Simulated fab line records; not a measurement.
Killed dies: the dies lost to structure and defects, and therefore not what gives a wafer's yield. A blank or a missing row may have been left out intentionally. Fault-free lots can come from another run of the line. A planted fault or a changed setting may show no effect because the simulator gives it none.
Which tool did it? || flow n5Finfet || 24 lots, 72 wafers sampled, at 4 steps of a route of 1938

== WHAT THE GAUGES READ, wafer by wafer ==
N5_HKMG_FIN_THK_MEAS_70: measures by xrf.
{"lot": "L074", "measured": "day 4 02:19", "on": "filmMetro-02", "HK_THK (nm)": "1.600 1.605 1.594"}
{"lot": "L075", "measured": "day 4 10:34", "on": "filmMetro-02", "HK_THK (nm)": "1.621 1.582 1.572"}
{"lot": "L076", "measured": "day 4 15:22", "on": "filmMetro-02", "HK_THK (nm)": "1.590 1.560 1.567"}
{"lot": "L077", "measured": "day 4 21:14", "on": "filmMetro-02", "HK_THK (nm)": "1.586 1.562 1.593"}
{"lot": "L078", "measured": "day 5 02:47", "on": "filmMetro-01", "HK_THK (nm)": "1.567 1.566 1.547"}
{"lot": "L079", "measured": "day 5 09:49", "on": "filmMetro-02", "HK_THK (nm)": "1.527 1.565 1.593"}
{"lot": "L080", "measured": "day 5 15:49", "on": "filmMetro-02", "HK_THK (nm)": "1.539 1.509 1.590"}
{"lot": "L081", "measured": "day 5 20:25", "on": "filmMetro-02", "HK_THK (nm)": "1.604 1.535 1.594"}
{"lot": "L082", "measured": "day 6 02:56", "on": "filmMetro-01", "HK_THK (nm)": "1.551 1.555 1.561"}
{"lot": "L083", "measured": "day 6 07:41", "on": "filmMetro-02", "HK_THK (nm)": "1.576 1.609 1.607"}
{"lot": "L084", "measured": "day 6 13:53", "on": "filmMetro-02", "HK_THK (nm)": "1.587 1.569 1.548"}
{"lot": "L085", "measured": "day 6 20:49", "on": "filmMetro-01", "HK_THK (nm)": "1.583 1.578 1.592"}
{"lot": "L086", "measured": "day 7 02:52", "on": "filmMetro-02", "HK_THK (nm)": "1.569 1.525 1.554"}
{"lot": "L087", "measured": "day 7 08:03", "on": "filmMetro-01", "HK_THK (nm)": "1.589 1.595 1.577"}
{"lot": "L088", "measured": "day 7 14:44", "on": "filmMetro-01", "HK_THK (nm)": "1.592 1.594 1.567"}
{"lot": "L089", "measured": "day 7 21:17", "on": "filmMetro-02", "HK_THK (nm)": "1.591 1.571 1.568"}
{"lot": "L090", "measured": "day 8 01:20", "on": "filmMetro-02", "HK_THK (nm)": "1.588 1.572 1.612"}
{"lot": "L091", "measured": "day 8 09:34", "on": "filmMetro-02", "HK_THK (nm)": "1.578 1.570 1.533"}
{"lot": "L092", "measured": "day 8 13:14", "on": "filmMetro-02", "HK_THK (nm)": "1.611 1.584 1.592"}
{"lot": "L093", "measured": "day 8 20:36", "on": "filmMetro-02", "HK_THK (nm)": "1.544 1.558 1.577"}
{"lot": "L094", "measured": "day 9 15:05", "on": "filmMetro-01", "HK_THK (nm)": "1.563 1.570 1.556"}
{"lot": "L095", "measured": "day 9 15:32", "on": "filmMetro-02", "HK_THK (nm)": "1.563 1.552 1.543"}
{"lot": "L096", "measured": "day 10 01:55", "on": "filmMetro-02", "HK_THK (nm)": "1.565 1.620 1.613"}
{"lot": "L097", "measured": "day 10 02:56", "on": "filmMetro-01", "HK_THK (nm)": "1.556 1.594 1.567"}

N5_HKMG_FIN_CD_MEAS_12: target cd 92.8 nm.
{"lot": "L074", "measured": "day 4 03:11", "on": "cdSem-03", "cdNm (nm)": "93.4 93.4 93.4"}
{"lot": "L075", "measured": "day 4 16:14", "on": "cdSem-01", "cdNm (nm)": "93.5 93.8 93.0"}
{"lot": "L076", "measured": "day 4 16:17", "on": "cdSem-03", "cdNm (nm)": "93.5 93.3 93.6"}
{"lot": "L077", "measured": "day 4 22:07", "on": "cdSem-02", "cdNm (nm)": "92.2 92.3 92.0"}
{"lot": "L078", "measured": "day 5 03:40", "on": "cdSem-02", "cdNm (nm)": "93.1 92.0 92.4"}
{"lot": "L079", "measured": "day 5 10:41", "on": "cdSem-03", "cdNm (nm)": "93.0 93.2 93.1"}
{"lot": "L080", "measured": "day 5 16:34", "on": "cdSem-03", "cdNm (nm)": "92.8 92.7 93.4"}
{"lot": "L081", "measured": "day 5 21:18", "on": "cdSem-03", "cdNm (nm)": "92.7 92.8 92.2"}
{"lot": "L082", "measured": "day 6 03:41", "on": "cdSem-02", "cdNm (nm)": "92.9 92.5 91.7"}
{"lot": "L083", "measured": "day 6 08:26", "on": "cdSem-03", "cdNm (nm)": "92.8 93.0 93.5"}
{"lot": "L084", "measured": "day 6 14:45", "on": "cdSem-02", "cdNm (nm)": "92.7 92.7 92.5"}
{"lot": "L085", "measured": "day 6 21:34", "on": "cdSem-01", "cdNm (nm)": "93.1 92.6 92.8"}
{"lot": "L086", "measured": "day 7 03:45", "on": "cdSem-03", "cdNm (nm)": "92.7 92.5 92.9"}
{"lot": "L087", "measured": "day 7 08:48", "on": "cdSem-01", "cdNm (nm)": "94.0 92.5 92.8"}
{"lot": "L088", "measured": "day 7 15:29", "on": "cdSem-01", "cdNm (nm)": "93.0 93.1 92.1"}
{"lot": "L089", "measured": "day 7 22:02", "on": "cdSem-01", "cdNm (nm)": "93.3 92.9 93.5"}
{"lot": "L090", "measured": "day 8 02:05", "on": "cdSem-02", "cdNm (nm)": "92.5 93.6 92.3"}
{"lot": "L091", "measured": "day 8 10:19", "on": "cdSem-01", "cdNm (nm)": "91.4 91.7 92.4"}
{"lot": "L092", "measured": "day 8 14:07", "on": "cdSem-01", "cdNm (nm)": "93.3 93.6 93.0"}
{"lot": "L093", "measured": "day 8 21:29", "on": "cdSem-02", "cdNm (nm)": "92.7 92.9 92.7"}
{"lot": "L094", "measured": "day 9 15:58", "on": "cdSem-03", "cdNm (nm)": "93.3 92.6 92.5"}
{"lot": "L095", "measured": "day 9 16:17", "on": "cdSem-01", "cdNm (nm)": "92.7 92.9 92.7"}
{"lot": "L096", "measured": "day 10 02:40", "on": "cdSem-02", "cdNm (nm)": "92.4 92.9 92.6"}
{"lot": "L097", "measured": "day 10 03:41", "on": "cdSem-03", "cdNm (nm)": "93.3 93.8 93.5"}

== WHAT TOOL EACH LOT RAN ON (gives the tool, then ch and the chambers of the sampled wafers, and finally the start) ==
{"lot": "L074", "N5_SD_EPI_P_ETCH_36": "rieDiel-02 ch 2,3, day 3 06:44", "N5_HKMG_FIN_ALD_75": "aldHk-03 ch 0,1,3, day 3 23:17"}
{"lot": "L075", "N5_SD_EPI_P_ETCH_36": "rieDiel-02 ch 0,1,3, day 3 14:13", "N5_HKMG_FIN_ALD_75": "aldHk-03 ch 0,3, day 4 07:35"}
{"lot": "L076", "N5_SD_EPI_P_ETCH_36": "rieDiel-03 ch 0,1,3, day 3 19:06", "N5_HKMG_FIN_ALD_75": "aldHk-02 ch 0,1,2, day 4 12:28"}
{"lot": "L077", "N5_SD_EPI_P_ETCH_36": "rieDiel-06 ch 0,3, day 4 01:00", "N5_HKMG_FIN_ALD_75": "aldHk-02 ch 0,1, day 4 18:17"}
{"lot": "L078", "N5_SD_EPI_P_ETCH_36": "rieDiel-03 ch 1,2,3, day 4 07:17", "N5_HKMG_FIN_ALD_75": "aldHk-01 ch 0,3, day 4 23:46"}
{"lot": "L079", "N5_SD_EPI_P_ETCH_36": "rieDiel-02 ch 0,2,3, day 4 14:33", "N5_HKMG_FIN_ALD_75": "aldHk-02 ch 0,2,3, day 5 06:51"}
{"lot": "L080", "N5_SD_EPI_P_ETCH_36": "rieDiel-06 ch 0,1,3, day 4 19:38", "N5_HKMG_FIN_ALD_75": "aldHk-02 ch 0,3, day 5 12:59"}
{"lot": "L081", "N5_SD_EPI_P_ETCH_36": "rieDiel-03 ch 2,3, day 5 00:18", "N5_HKMG_FIN_ALD_75": "aldHk-03 ch 1,2,3, day 5 17:28"}
{"lot": "L082", "N5_SD_EPI_P_ETCH_36": "rieDiel-03 ch 0,2,3, day 5 07:32", "N5_HKMG_FIN_ALD_75": "aldHk-01 ch 1,2, day 5 23:58"}
{"lot": "L083", "N5_SD_EPI_P_ETCH_36": "rieDiel-03 ch 0,2, day 5 11:43", "N5_HKMG_FIN_ALD_75": "aldHk-02 ch 0,1,3, day 6 04:44"}
{"lot": "L084", "N5_SD_EPI_P_ETCH_36": "rieDiel-02 ch 2,3, day 5 18:28", "N5_HKMG_FIN_ALD_75": "aldHk-01 ch 0,2,3, day 6 10:55"}
{"lot": "L085", "N5_SD_EPI_P_ETCH_36": "rieDiel-02 ch 0,1,2, day 5 23:14", "N5_HKMG_FIN_ALD_75": "aldHk-02 ch 0,1,2, day 6 17:39"}
{"lot": "L086", "N5_SD_EPI_P_ETCH_36": "rieDiel-02 ch 1,2,3, day 6 05:52", "N5_HKMG_FIN_ALD_75": "aldHk-02 ch 1,2,3, day 6 23:42"}
{"lot": "L087", "N5_SD_EPI_P_ETCH_36": "rieDiel-02 ch 0,2,3, day 6 11:15", "N5_HKMG_FIN_ALD_75": "aldHk-03 ch 1,2,3, day 7 04:43"}
{"lot": "L088", "N5_SD_EPI_P_ETCH_36": "rieDiel-02 ch 0,1,2, day 6 17:04", "N5_HKMG_FIN_ALD_75": "aldHk-01 ch 0,1,2, day 7 11:37"}
{"lot": "L089", "N5_SD_EPI_P_ETCH_36": "rieDiel-03 ch 2,3, day 7 01:22", "N5_HKMG_FIN_ALD_75": "aldHk-02 ch 0,2,3, day 7 18:20"}
{"lot": "L090", "N5_SD_EPI_P_ETCH_36": "rieDiel-03 ch 1,3, day 7 05:37", "N5_HKMG_FIN_ALD_75": "aldHk-03 ch 0,1,3, day 7 22:16"}
{"lot": "L091", "N5_SD_EPI_P_ETCH_36": "rieDiel-02 ch 0,1, day 7 12:23", "N5_HKMG_FIN_ALD_75": "aldHk-02 ch 1,3, day 8 06:32"}
{"lot": "L092", "N5_SD_EPI_P_ETCH_36": "rieDiel-02 ch 1,3, day 7 17:29", "N5_HKMG_FIN_ALD_75": "aldHk-02 ch 0,1, day 8 09:53"}
{"lot": "L093", "N5_SD_EPI_P_ETCH_36": "rieDiel-06 ch 0,3, day 8 00:26", "N5_HKMG_FIN_ALD_75": "aldHk-02 ch 1,3, day 8 17:33"}
{"lot": "L094", "N5_SD_EPI_P_ETCH_36": "rieDiel-02 ch 0,2,3, day 8 11:52", "N5_HKMG_FIN_ALD_75": "aldHk-03 ch 0,2,3, day 9 12:10"}
{"lot": "L095", "N5_SD_EPI_P_ETCH_36": "rieDiel-02 ch 0,2,3, day 8 17:58", "N5_HKMG_FIN_ALD_75": "aldHk-02 ch 0,3, day 9 12:13"}
{"lot": "L096", "N5_SD_EPI_P_ETCH_36": "rieDiel-02 ch 1,3, day 8 21:33", "N5_HKMG_FIN_ALD_75": "aldHk-03 ch 2,3, day 9 22:14"}
{"lot": "L097", "N5_SD_EPI_P_ETCH_36": "rieDiel-02 ch 0,2, day 8 22:55", "N5_HKMG_FIN_ALD_75": "aldHk-01 ch 1,3, day 9 23:47"}
- N5_SD_EPI_P_ETCH_36: etches SiARC in CF4, target depth 45.5 nm, time 75.8 s.
- N5_HKMG_FIN_ALD_75: deposits Al2O3, target thk 1 nm, co reactant pulse time 1 s.

== AS READ BY THE TOOLS THEMSELVES (means over the sampled wafers that have a number; for cases with no such wafer, the mark the record gives instead) ==
N5_SD_EPI_P_ETCH_36.
{"lot": "L074", "tool": "rieDiel-02", "chamberPressureMTorr (mTorr)": 40.02, "drypumpMotorCurrentA (A)": 5.9, "etchRfOnTimeS (s)": 75.3, "oesProductAu (a.u.)": 0.70, "rfVppV (V)": 183.1, "showerheadPlenumPTorr (Torr)": 2.14, "throttleValvePct (%)": 15.79}
{"lot": "L075", "tool": "rieDiel-02", "chamberPressureMTorr (mTorr)": 40.04, "drypumpMotorCurrentA (A)": 5.9, "etchRfOnTimeS (s)": 75.3, "oesProductAu (a.u.)": 0.64, "rfVppV (V)": 183.0, "showerheadPlenumPTorr (Torr)": 2.13, "throttleValvePct (%)": 15.80}
{"lot": "L076", "tool": "rieDiel-03", "chamberPressureMTorr (mTorr)": 40.00, "drypumpMotorCurrentA (A)": 5.4, "etchRfOnTimeS (s)": 76.9, "oesProductAu (a.u.)": 0.66, "rfVppV (V)": 183.6, "showerheadPlenumPTorr (Torr)": 2.12, "throttleValvePct (%)": 15.61}
{"lot": "L077", "tool": "rieDiel-06", "chamberPressureMTorr (mTorr)": 40.00, "drypumpMotorCurrentA (A)": 5.3, "etchRfOnTimeS (s)": 75.2, "oesProductAu (a.u.)": 0.59, "rfVppV (V)": 183.8, "showerheadPlenumPTorr (Torr)": 2.13, "throttleValvePct (%)": 15.81}
{"lot": "L078", "tool": "rieDiel-03", "chamberPressureMTorr (mTorr)": 40.03, "drypumpMotorCurrentA (A)": 5.6, "etchRfOnTimeS (s)": 76.6, "oesProductAu (a.u.)": 0.61, "rfVppV (V)": 183.6, "showerheadPlenumPTorr (Torr)": 2.09, "throttleValvePct (%)": 15.76}
{"lot": "L079", "tool": "rieDiel-02", "chamberPressureMTorr (mTorr)": 40.01, "drypumpMotorCurrentA (A)": 5.8, "etchRfOnTimeS (s)": 74.9, "oesProductAu (a.u.)": 0.66, "rfVppV (V)": 183.9, "showerheadPlenumPTorr (Torr)": 2.15, "throttleValvePct (%)": 15.80}
{"lot": "L080", "tool": "rieDiel-06", "chamberPressureMTorr (mTorr)": 40.02, "drypumpMotorCurrentA (A)": 5.4, "etchRfOnTimeS (s)": 75.9, "oesProductAu (a.u.)": 0.60, "rfVppV (V)": 183.8, "showerheadPlenumPTorr (Torr)": 2.16, "throttleValvePct (%)": 15.87}
{"lot": "L081", "tool": "rieDiel-03", "chamberPressureMTorr (mTorr)": 39.99, "drypumpMotorCurrentA (A)": 5.4, "etchRfOnTimeS (s)": 78.1, "oesProductAu (a.u.)": 0.59, "rfVppV (V)": 182.9, "showerheadPlenumPTorr (Torr)": 2.03, "throttleValvePct (%)": 15.80}
{"lot": "L082", "tool": "rieDiel-03", "chamberPressureMTorr (mTorr)": 40.01, "drypumpMotorCurrentA (A)": 5.2, "etchRfOnTimeS (s)": 77.4, "oesProductAu (a.u.)": 0.65, "rfVppV (V)": 182.8, "showerheadPlenumPTorr (Torr)": 2.05, "throttleValvePct (%)": 15.65}
{"lot": "L083", "tool": "rieDiel-03", "chamberPressureMTorr (mTorr)": 39.99, "drypumpMotorCurrentA (A)": 4.9, "etchRfOnTimeS (s)": 77.7, "oesProductAu (a.u.)": 0.70, "rfVppV (V)": 182.5, "showerheadPlenumPTorr (Torr)": 2.08, "throttleValvePct (%)": 15.51}
{"lot": "L084", "tool": "rieDiel-02", "chamberPressureMTorr (mTorr)": 39.98, "drypumpMotorCurrentA (A)": 5.9, "etchRfOnTimeS (s)": 75.4, "oesProductAu (a.u.)": 0.68, "rfVppV (V)": 183.7, "showerheadPlenumPTorr (Torr)": 2.14, "throttleValvePct (%)": 15.82}
{"lot": "L085", "tool": "rieDiel-02", "chamberPressureMTorr (mTorr)": 39.99, "drypumpMotorCurrentA (A)": 6.0, "etchRfOnTimeS (s)": 75.6, "oesProductAu (a.u.)": 0.77, "rfVppV (V)": 184.7, "showerheadPlenumPTorr (Torr)": 2.18, "throttleValvePct (%)": 15.44}
{"lot": "L086", "tool": "rieDiel-02", "chamberPressureMTorr (mTorr)": 39.97, "drypumpMotorCurrentA (A)": 6.0, "etchRfOnTimeS (s)": 75.2, "oesProductAu (a.u.)": 0.72, "rfVppV (V)": 184.5, "showerheadPlenumPTorr (Torr)": 2.17, "throttleValvePct (%)": 15.63}
{"lot": "L087", "tool": "rieDiel-02", "chamberPressureMTorr (mTorr)": 39.99, "drypumpMotorCurrentA (A)": 5.8, "etchRfOnTimeS (s)": 74.5, "oesProductAu (a.u.)": 0.72, "rfVppV (V)": 184.3, "showerheadPlenumPTorr (Torr)": 2.14, "throttleValvePct (%)": 15.65}
{"lot": "L088", "tool": "rieDiel-02", "chamberPressureMTorr (mTorr)": 40.02, "drypumpMotorCurrentA (A)": 6.0, "etchRfOnTimeS (s)": 76.0, "oesProductAu (a.u.)": 0.75, "rfVppV (V)": 184.9, "showerheadPlenumPTorr (Torr)": 2.17, "throttleValvePct (%)": 15.45}
{"lot": "L089", "tool": "rieDiel-03", "chamberPressureMTorr (mTorr)": 39.97, "drypumpMotorCurrentA (A)": 5.4, "etchRfOnTimeS (s)": 77.1, "oesProductAu (a.u.)": 0.68, "rfVppV (V)": 184.1, "showerheadPlenumPTorr (Torr)": 2.11, "throttleValvePct (%)": 15.65}
{"lot": "L090", "tool": "rieDiel-03", "chamberPressureMTorr (mTorr)": 40.03, "drypumpMotorCurrentA (A)": 5.7, "etchRfOnTimeS (s)": 76.1, "oesProductAu (a.u.)": 0.75, "rfVppV (V)": 186.4, "showerheadPlenumPTorr (Torr)": 2.25, "throttleValvePct (%)": 15.46}
{"lot": "L091", "tool": "rieDiel-02", "chamberPressureMTorr (mTorr)": 40.02, "drypumpMotorCurrentA (A)": 6.1, "etchRfOnTimeS (s)": 76.3, "oesProductAu (a.u.)": 0.79, "rfVppV (V)": 183.9, "showerheadPlenumPTorr (Torr)": 2.16, "throttleValvePct (%)": 15.33}
{"lot": "L092", "tool": "rieDiel-02", "chamberPressureMTorr (mTorr)": 39.97, "drypumpMotorCurrentA (A)": 6.0, "etchRfOnTimeS (s)": 74.3, "oesProductAu (a.u.)": 0.72, "rfVppV (V)": 183.6, "showerheadPlenumPTorr (Torr)": 2.12, "throttleValvePct (%)": 15.72}
{"lot": "L093", "tool": "rieDiel-06", "chamberPressureMTorr (mTorr)": 40.00, "drypumpMotorCurrentA (A)": 5.3, "etchRfOnTimeS (s)": 74.5, "oesProductAu (a.u.)": 0.75, "rfVppV (V)": 183.1, "showerheadPlenumPTorr (Torr)": 2.12, "throttleValvePct (%)": 15.53}
{"lot": "L094", "tool": "rieDiel-02", "chamberPressureMTorr (mTorr)": 40.01, "drypumpMotorCurrentA (A)": 5.8, "etchRfOnTimeS (s)": 75.4, "oesProductAu (a.u.)": 0.71, "rfVppV (V)": 184.0, "showerheadPlenumPTorr (Torr)": 2.14, "throttleValvePct (%)": 15.68}
{"lot": "L095", "tool": "rieDiel-02", "chamberPressureMTorr (mTorr)": 40.01, "drypumpMotorCurrentA (A)": 5.8, "etchRfOnTimeS (s)": 75.1, "oesProductAu (a.u.)": 0.70, "rfVppV (V)": 183.9, "showerheadPlenumPTorr (Torr)": 2.14, "throttleValvePct (%)": 15.68}
{"lot": "L096", "tool": "rieDiel-02", "chamberPressureMTorr (mTorr)": 39.95, "drypumpMotorCurrentA (A)": 6.1, "etchRfOnTimeS (s)": 76.5, "oesProductAu (a.u.)": 0.73, "rfVppV (V)": 184.4, "showerheadPlenumPTorr (Torr)": 2.15, "throttleValvePct (%)": 15.51}
{"lot": "L097", "tool": "rieDiel-02", "chamberPressureMTorr (mTorr)": 40.01, "drypumpMotorCurrentA (A)": 5.8, "etchRfOnTimeS (s)": 74.7, "oesProductAu (a.u.)": 0.74, "rfVppV (V)": 184.4, "showerheadPlenumPTorr (Torr)": 2.14, "throttleValvePct (%)": 15.51}

N5_HKMG_FIN_ALD_75.
{"lot": "L074", "tool": "aldHk-03", "heaterPowerW (W)": 139, "precursorPulseHeightRel": 1.001}
{"lot": "L075", "tool": "aldHk-03", "heaterPowerW (W)": 136, "precursorPulseHeightRel": 0.999}
{"lot": "L076", "tool": "aldHk-02", "heaterPowerW (W)": 162, "precursorPulseHeightRel": 1.006}
{"lot": "L077", "tool": "aldHk-02", "heaterPowerW (W)": 173, "precursorPulseHeightRel": 0.992}
{"lot": "L078", "tool": "aldHk-01", "heaterPowerW (W)": 144, "precursorPulseHeightRel": 0.995}
{"lot": "L079", "tool": "aldHk-02", "heaterPowerW (W)": 146, "precursorPulseHeightRel": 0.989}
{"lot": "L080", "tool": "aldHk-02", "heaterPowerW (W)": 137, "precursorPulseHeightRel": 1.014}
{"lot": "L081", "tool": "aldHk-03", "heaterPowerW (W)": 143, "precursorPulseHeightRel": 0.997}
{"lot": "L082", "tool": "aldHk-01", "heaterPowerW (W)": 174, "precursorPulseHeightRel": 0.995}
{"lot": "L083", "tool": "aldHk-02", "heaterPowerW (W)": 157, "precursorPulseHeightRel": 1.012}
{"lot": "L084", "tool": "aldHk-01", "heaterPowerW (W)": 156, "precursorPulseHeightRel": 1.003}
{"lot": "L085", "tool": "aldHk-02", "heaterPowerW (W)": 162, "precursorPulseHeightRel": 0.987}
{"lot": "L086", "tool": "aldHk-02", "heaterPowerW (W)": 152, "precursorPulseHeightRel": 1.007}
{"lot": "L087", "tool": "aldHk-03", "heaterPowerW (W)": 144, "precursorPulseHeightRel": 0.990}
{"lot": "L088", "tool": "aldHk-01", "heaterPowerW (W)": 163, "precursorPulseHeightRel": 0.992}
{"lot": "L089", "tool": "aldHk-02", "heaterPowerW (W)": 147, "precursorPulseHeightRel": 0.992}
{"lot": "L090", "tool": "aldHk-03", "heaterPowerW (W)": 137, "precursorPulseHeightRel": 1.011}
{"lot": "L091", "tool": "aldHk-02", "heaterPowerW (W)": 143, "precursorPulseHeightRel": 0.988}
{"lot": "L092", "tool": "aldHk-02", "heaterPowerW (W)": 173, "precursorPulseHeightRel": 1.005}
{"lot": "L093", "tool": "aldHk-02", "heaterPowerW (W)": 162, "precursorPulseHeightRel": 1.016}
{"lot": "L094", "tool": "aldHk-03", "heaterPowerW (W)": 146, "precursorPulseHeightRel": 0.999}
{"lot": "L095", "tool": "aldHk-02", "heaterPowerW (W)": 154, "precursorPulseHeightRel": 1.011}
{"lot": "L096", "tool": "aldHk-03", "heaterPowerW (W)": 153, "precursorPulseHeightRel": 0.998}
{"lot": "L097", "tool": "aldHk-01", "heaterPowerW (W)": 154, "precursorPulseHeightRel": 0.990}

== THE ANSWER, worked out from the rows above alone ==
Rule: what is usual is taken from the lots themselves. The widest of any qualifying gaps counts: lots, ordered by their means at a reading, are off when they make up no more than a third of the lots, leave a main group of 4 or more, and stand apart from it by 3 or more times the standard deviation of that group's means. The tables above print the reading to a certain number of digits; a main group whose means all agree to those digits is not used. A lot without any number at a reading at which 4 lots or more have one is off too. Where the step has rows for the other lots, those lots are counted as sound. The gauges are gone through in route order, then the tools' own readings, and for those a lot's mean is taken as printed above. At the first step where some lot is off, the reading lying furthest off is the one used; lots without a number count as furthest.
Across all readings shown, no lot is off: no conclusion can be drawn from this.

== WHAT THE SIMULATOR HAD PUT IN ==
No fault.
